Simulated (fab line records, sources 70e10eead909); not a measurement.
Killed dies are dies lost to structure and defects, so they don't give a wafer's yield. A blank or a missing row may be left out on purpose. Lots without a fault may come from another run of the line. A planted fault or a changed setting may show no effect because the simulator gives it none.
fab line records | flow nand_harc | part 2 of 2: steps 5 to 6 of 6
record lots=23 wafers=69 last_day=33
route steps=1302 shown P_ZERO_WELL@17 P_GATE@141
lots that met no fault: from a run of the same line without faults
start_h: hours from the record's first day to the start of the lot's first wafer shown | wait_h: hours since the lot's step before | " the same as in the row above | L1.1+2: a row that stands for several wafers | - no value, or no start given | * or withheld: withheld | < > ~ a bound
route shown NAME@n: a module of which the file shows steps, and the number in the route of the first | usual: mean/standard deviation of fault-free wafers | same: alike in all rows | chamber/n: place in a boat | sites: the reading at each site | _std_site: their standard deviation | _edge_site: outer sites' mean less inner sites' | radius_mm: how far each site lies from the wafer's centre | mask NAME#n: copy n | behind: the tool/chamber that last shaped the wafer | hold: why the lot was held/for how many hours/how that ended | device: the transistor (n, p or np) that didn't switch | end of line: the same wafers' tests at the end of the route | a step without rows: its recipe alone | killed: dies lost to structure and defects at the first sort, not the wafer's yield | map: a wafer's dies, x killed, . not, _ none there
set.NAME: the setting as run; set.NAME@STEP: as run at that earlier step | model.NAME: the simulator's own value behind a step, which no gauge read
steps of the route over a sample of lots; a table a step, a row a wafer
services: from which hour (start_h, from the record's first day; less than 0 if before it) a tool's chamber was out of use, for how many hours, and why
## steps
# step NHARC_P_GATE_STRIP_101
# recipe time_s=20 o2_flow_sccm=500 ar_flow_sccm=0 bias_w=0 chemistry=O2
# usual drypump_motor_current_A=5.8/0.43 oes_product_au=1.000/0.0068 rf_vpp_V=57.6/0.82 showerhead_plenum_p_Torr=3.47/0.092 throttle_valve_pct=17.036/0.0081
# columns lot.wafer tool chamber start_h wait_h drypump_motor_current_A oes_product_au rf_hours_counter_h rf_vpp_V showerhead_plenum_p_Torr throttle_valve_pct
L074.2 rie_diel-06 3 113.98 0.1 5.7 0.998 10 57.8 3.54 17.036
L074.4 " 1 " " 5.8 0.999 9 57.4 3.46 17.033
L074.6 " 3 " " 5.7 1.009 - 58.0 3.54 17.037
L075.2 rie_diel-11 2 114.16 0.1 6.1 0.997 1 58.1 3.49 17.053
L075.6 " 1 " " 5.8 1.008 - 57.1 3.46 17.047
L075.4 " 3 " " 4.7 1.000 - 58.6 3.58 17.024
L076.3 rie_diel-11 3 125.84 0.1 4.7 1.001 1 58.5 3.58 17.032
L076.1 " 0 " " 6.4 0.994 1 57.6 3.68 17.039
L076.4 " 2 " " 6.2 1.011 1 56.8 3.49 17.036
L077.2 rie_diel-02 0 138.80 0.1 6.4 0.992 7 56.6 3.50 17.034
L077.1 " 1 " " 5.7 0.997 6 56.7 3.36 17.032
L077.4 " 2 " " 5.8 1.004 5 57.5 3.33 17.028
L078.4 rie_diel-11 3 148.55 0.1 4.7 0.995 1 57.4 3.58 17.034
L078.1 " 2 " " 6.1 0.997 3 56.1 3.49 17.034
L078.6 " 3 " " 4.7 1.001 - 57.8 3.58 17.055
L079.2 rie_diel-02 2 157.74 0.1 5.8 0.993 6 57.2 3.33 17.042
L079.1 " 1 " " 5.7 0.986 8 58.3 3.36 17.019
L079.6 " 2 " " 5.8 0.998 - 57.0 3.33 17.043
L080.4 rie_diel-11 2 172.95 0.1 6.1 0.994 5 58.0 3.49 17.035
L080.1 " 0 " " 6.4 1.000 4 56.8 3.68 17.044
L080.6 " 2 " " 6.1 1.003 - 57.6 3.49 17.025
L081.4 rie_diel-06 2 182.20 0.1 6.4 1.003 2 57.9 3.42 17.034
L081.2 " 1 " " 5.8 0.997 1 56.3 3.46 17.042
L081.6 " 3 " " 5.7 1.005 - 57.6 3.54 17.031
L082.4 rie_diel-02 1 188.36 0.1 5.6 0.992 10 57.5 3.36 17.044
L082.1 " 0 " " 6.3 0.993 10 57.5 3.50 17.040
L082.5 " 2 " " 5.8 1.001 - 56.8 3.33 17.045
L083.1 rie_diel-02 3 212.57 0.1 5.7 0.998 11 58.2 3.49 17.049
L083.2 " 1 " " 5.7 0.995 12 57.6 3.36 17.029
L083.5 " 0 " " 6.3 0.996 - 57.9 3.50 17.029
L084.1 rie_diel-06 0 216.46 0.1 5.4 1.010 4 56.8 3.59 17.029
L084.2 " 3 " " 5.8 1.014 4 59.0 3.53 17.030
L084.6 " 0 " " 5.4 1.008 - 58.3 3.59 17.026
L085.2 rie_diel-06 3 220.94 0.1 5.7 0.996 5 57.0 3.53 17.039
L085.1 " 0 " " 5.4 1.008 5 57.3 3.59 17.048
L085.5 " 2 " " 6.4 0.994 - 58.2 3.41 17.026
L086.4 rie_diel-06 1 231.68 0.1 5.8 0.998 4 57.6 3.46 17.023
L086.1 " 2 " " 6.4 1.000 4 57.8 3.41 17.044
L086.5 " 2 " " 6.4 1.007 - 57.4 3.41 17.038
L087.1 rie_diel-02 0 240.08 0.1 6.4 1.006 1 56.9 3.50 17.028
L087.2 " 2 " " 5.8 1.014 1 56.3 3.33 17.025
L087.6 " 0 " " 6.4 0.989 - 57.4 3.50 17.045
L088.2 rie_diel-02 2 251.86 0.1 5.8 1.008 1 56.1 3.33 17.047
L088.4 " 0 " " 6.4 0.997 1 58.0 3.50 17.037
L088.6 " 2 " " 5.8 1.009 - 58.5 3.33 17.035
L089.3 rie_diel-02 1 262.93 0.1 5.7 1.004 1 57.6 3.36 17.045
L089.1 " 3 " " 5.7 1.001 1 57.8 3.49 17.048
L089.6 " 1 " " 5.7 1.008 - 56.9 3.36 17.038
L090.1 rie_diel-02 2 272.73 0.1 5.8 1.000 2 57.0 3.33 17.034
L090.3 " 3 " " 5.6 0.991 1 59.3 3.49 17.037
L090.6 " 2 " " 5.8 0.999 - 58.2 3.33 17.045
L091.4 rie_diel-06 0 278.89 0.1 5.4 1.007 8 58.6 3.59 17.039
L091.1 " 1 " " 5.8 1.002 7 57.6 3.46 17.038
L091.6 " 2 " " 6.4 1.003 - 56.4 3.41 17.046
L092.3 rie_diel-02 0 298.02 0.1 6.4 1.009 3 58.3 3.49 17.045
L092.4 " 2 " " 5.8 1.013 3 56.7 3.32 17.041
L092.6 " 0 " " 6.4 0.999 - 58.9 3.49 17.036
L093.4 rie_diel-02 0 305.39 0.1 6.3 1.003 3 56.9 3.49 17.031
L093.3 " 2 " " 5.8 1.000 4 56.0 3.32 17.037
L093.1 " 3 " " 5.6 0.997 3 55.8 3.49 17.027
L094.3 rie_diel-11 2 311.29 0.1 6.1 0.999 2 59.4 3.48 17.032
L094.5 " 1 " " 5.8 1.010 - 59.0 3.45 17.031
L094.6 " 2 " " 6.1 1.011 - 58.6 3.49 17.031
L095.1 rie_diel-11 1 321.35 0.1 5.8 1.004 3 55.7 3.45 17.030
L095.3 " 3 " " 4.7 1.000 3 56.9 3.57 17.043
L095.2 " 0 " " 6.4 1.003 1 58.1 3.68 17.028
L096.4 rie_diel-02 3 328.24 0.1 5.6 1.002 4 57.8 3.49 17.034
L096.2 " 2 " " 5.8 0.999 5 58.0 3.32 17.035
L096.6 " 3 " " 5.6 1.001 - 57.5 3.49 17.029
# step NHARC_P_GATE_STRIP_76
# recipe power_w=1500 temp_c=250 chemistry=O2
# usual drypump_motor_current_A=5.7/0.55 heater_power_w=312/16
# columns lot.wafer tool chamber start_h wait_h drypump_motor_current_A heater_power_w rf_hours_counter_h
L074.2 plasma_asher-02 0 117.47 0.2 5.4 311 8
L074.4 " 0 " " 5.4 310 -
L074.6 " 1 " " 4.9 346 -
L075.2 plasma_asher-01 0 117.64 0.2 6.2 282 27
L075.4 " 1 " " 6.1 306 -
L075.6 " 0 " " 6.2 282 -
L076.1 plasma_asher-02 0 129.19 0.2 5.4 318 10
L076.3 " 0 " " 5.4 314 -
L076.4 " 1 " " 4.9 334 -
L077.1 plasma_asher-01 1 142.17 0.2 6.2 311 31
L077.2 " 0 " " 6.2 279 31
L077.4 " 0 " " 6.2 281 -
L078.1 plasma_asher-01 1 152.01 0.2 6.2 322 33
L078.4 " 0 " " 6.2 286 -
L078.6 " 1 " " 6.2 310 -
L079.2 plasma_asher-02 0 161.09 0.2 5.4 314 18
L079.1 " 1 " " 4.9 342 18
L079.6 " 0 " " 5.4 309 -
L080.1 plasma_asher-01 0 176.58 0.2 6.2 307 1
L080.4 " 0 " " 6.2 306 -
L080.6 " 1 " " 6.1 314 -
L081.2 plasma_asher-02 0 185.58 0.2 5.4 311 23
L081.4 " 0 " " 5.4 307 -
L081.6 " 1 " " 4.9 336 -
L082.1 plasma_asher-02 1 191.71 0.2 4.8 341 24
L082.4 " 0 " " 5.4 322 -
L082.5 " 1 " " 4.8 334 -
L083.2 plasma_asher-02 1 216.03 0.2 4.8 341 27
L083.1 " 0 " " 5.4 317 27
L083.5 " 0 " " 5.4 301 -
L084.2 plasma_asher-02 0 219.94 0.2 5.4 313 28
L084.1 " 1 " " 4.9 342 28
L084.6 " 0 " " 5.4 313 -
L085.1 plasma_asher-01 0 224.26 0.2 6.2 306 10
L085.2 " 1 " " 6.2 310 10
L085.5 " 1 " " 6.2 323 -
L086.1 plasma_asher-01 1 235.02 0.2 6.2 313 13
L086.4 " 1 " " 6.2 319 -
L086.5 " 1 " " 6.2 312 -
L087.1 plasma_asher-01 1 243.40 0.2 6.2 321 15
L087.2 " 0 " " 6.2 303 15
L087.6 " 1 " " 6.2 307 -
L088.2 plasma_asher-01 0 255.68 0.2 6.2 309 19
L088.4 " 1 " " 6.2 315 -
L088.6 " 0 " " 6.2 306 -
L089.1 plasma_asher-01 1 266.40 0.2 6.2 315 21
L089.3 " 1 " " 6.2 311 -
L089.6 " 0 " " 6.2 303 -
L090.1 plasma_asher-01 0 276.29 0.2 6.2 310 23
L090.3 " 0 " " 6.2 300 -
L090.6 " 1 " " 6.2 315 -
L091.1 plasma_asher-01 1 282.25 0.2 6.2 320 24
L091.4 " 1 " " 6.2 315 -
L091.6 " 1 " " 6.2 315 -
L092.3 plasma_asher-02 0 301.54 0.2 5.4 297 -
L092.4 " 1 " " 4.9 316 -
L092.6 " 1 " " 4.9 325 -
L093.1 plasma_asher-01 1 308.90 0.2 6.2 312 29
L093.3 " 1 " " 6.2 317 -
L093.4 " 0 " " 6.2 300 -
L094.3 plasma_asher-02 1 314.67 0.1 4.9 320 -
L094.6 " 0 " " 5.4 292 -
L094.5 " 1 " " 4.9 330 -
L095.1 plasma_asher-02 1 324.57 0.2 4.9 317 12
L095.2 " 0 " " 5.4 290 12
L095.3 " 1 " " 4.9 317 -
L096.2 plasma_asher-01 1 331.49 0.2 6.1 316 34
L096.4 " 0 " " 6.2 301 -
L096.6 " 0 " " 6.2 296 -
## services
# columns tool chamber start_h hours kind
rie_diel-03 3 15.43 14.0 repair
rie_diel-08 - 18.77 9.0 pm
rie_diel-02 - 39.70 9.0 pm
rie_diel-11 - 78.50 9.0 pm
rie_diel-08 0 81.90 1.6 repair
rie_diel-12 - 92.08 9.0 pm
plasma_asher-01 - 94.07 1.4 repair
rie_diel-02 2 107.27 8.1 repair
rie_diel-11 0 109.25 5.5 repair
rie_diel-11 3 133.06 6.5 repair
rie_diel-11 - 133.25 0.5 repair
rie_diel-12 2 138.81 5.6 repair
rie_diel-02 3 152.18 4.7 repair
rie_diel-02 - 180.23 0.7 repair
rie_diel-02 3 195.65 4.1 repair
rie_diel-02 - 216.70 9.0 pm
rie_diel-12 3 253.39 6.3 repair
rie_diel-11 - 255.50 9.0 pm
rie_diel-11 2 266.03 1.5 repair
rie_diel-12 - 269.08 9.0 pm
rie_diel-11 0 271.26 15.6 repair
rie_diel-11 2 303.84 4.4 repair
rie_diel-12 2 316.05 8.9 repair
rie_diel-02 - 317.65 0.4 repair
